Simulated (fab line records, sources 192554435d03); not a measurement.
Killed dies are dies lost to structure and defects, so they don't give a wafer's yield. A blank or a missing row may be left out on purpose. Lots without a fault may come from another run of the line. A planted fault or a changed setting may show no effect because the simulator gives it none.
Split-lot experiment | flow n5_finfet | 7 lots, 21 wafers read, on a route of 1938 steps

THE SPLIT
At N5_BEOL_M0_ETCH_109 (etches SiCN in CH3F/O2, target depth 8 nm, overetch 2.4 nm, time 27.4 s), the setting bias_w was moved away from the recipe's 75 W on 5 of the 21 wafers read, by -17.1% to +17.0%. The other wafers ran this setting at the recipe's value.

The reading is taken at the split's own step.

THE READING
rf_vpp_V, in V, at N5_BEOL_M0_ETCH_109 (etches SiCN in CH3F/O2, target depth 8 nm, overetch 2.4 nm, time 27.4 s). Fault-free wafers of this fab line usually give 297.4 V, standard deviation 1.4 V.

wafer  | tool, chamber at the split | bias_w as run, W | against the recipe | rf_vpp_V, V | against lot-mates on the recipe
L077.1 | rie_diel-01, 1             | 75               | recipe             | 299.9       | -
L077.2 | rie_diel-01, 0             | 75               | recipe             | 295.4       | -
L077.5 | rie_diel-01, 2             | 62.21            | -17.1%             | 262.1       | -35.5
L079.4 | rie_diel-01, 0             | 75               | recipe             | 294.4       | -
L079.5 | rie_diel-01, 3             | 75               | recipe             | 297.1       | -
L079.6 | rie_diel-01, 2             | 75               | recipe             | 296.6       | -
L082.1 | rie_diel-01, 1             | 75               | recipe             | 300.2       | -
L082.4 | rie_diel-01, 3             | 75               | recipe             | 299.9       | -
L082.5 | rie_diel-01, 3             | 75               | recipe             | 298.2       | -
L086.1 | rie_diel-01, 1             | 75               | recipe             | 296.4       | -
L086.3 | rie_diel-01, 3             | 85.43            | +13.9%             | 324.6       | +28.2
L086.5 | rie_diel-01, 0             | 85.43            | +13.9%             | 320.0       | +23.6
L087.2 | rie_diel-04, 1             | 75               | recipe             | 299.5       | -
L087.3 | rie_diel-04, 2             | 75               | recipe             | 298.1       | -
L087.5 | rie_diel-04, 2             | 75               | recipe             | 297.5       | -
L093.1 | rie_diel-02, 1             | 75               | recipe             | 296.9       | -
L093.5 | rie_diel-02, 2             | 75               | recipe             | 298.8       | -
L093.6 | rie_diel-02, 3             | 75               | recipe             | 297.3       | -
L097.1 | rie_diel-04, 3             | 87.78            | +17.0%             | 330.4       | +33.1
L097.4 | rie_diel-04, 2             | 75               | recipe             | 297.3       | -
L097.6 | rie_diel-04, 1             | 87.78            | +17.0%             | 328.1       | +30.8

THE FIT
A straight line over all 21 wafers: rf_vpp_V changes by +1.89 V for each +1% of bias_w; r = +0.99; the points scatter about the line by 1.9 V.
The same after taking each lot's own level away (the mean of its wafers on the recipe; 21 wafers): +1.93 V for each +1%; r = +1.00; scatter 1.5 V.
On that fit, the largest move of bias_w shifts the reading by 33 V.
The lots' own levels span 296.03 to 299.43 V, that is 2.4 times the standard deviation above.
So the lot-to-lot level changes the slope little: the two slopes agree.
Check: with one of the wafers moved furthest among these (-17.1%) left out of the fit, the line predicts -31.9 V for it against its lot-mates. It came out at -35.5 V against them.
Tool readings at the split's step, against how far the setting was moved: rf_vpp_V r = +0.99.

OTHER SPLITS ON THESE WAFERS
These wafers also went through other splits before the reading. Each is held against what the fit with the lots' levels taken away leaves over:
other split on the same wafers                  | wafers away from the commonest value | r with rf_vpp_V (lot level and that fit taken away)
N5_DUMMY_GATE_CVD_03 temp_c                     | 15                                   | -0.18
N5_SD_EPI_P_ETCH_16 target_depth_a              | 4                                    | +0.08
N5_SD_EPI_P_EPI_21 time_s                       | 6                                    | +0.08
N5_HKMG_FIN_ETCH_54 source_w                    | 9                                    | -0.24
N5_MOL_CONTACT_COAG_ETCH_67 source_w            | 5                                    | -0.04
N5_MOL_CONTACT_COAG_ETCHBACK_136 target_depth_a | 9                                    | -0.33
N5_BEOL_M0_SAQP_HM_DEP_111 time_s               | 7                                    | +0.06

THE FILE'S OWN FIT
rf_vpp_V changes by +1.95 V for each +1% of bias_w, r = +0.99.
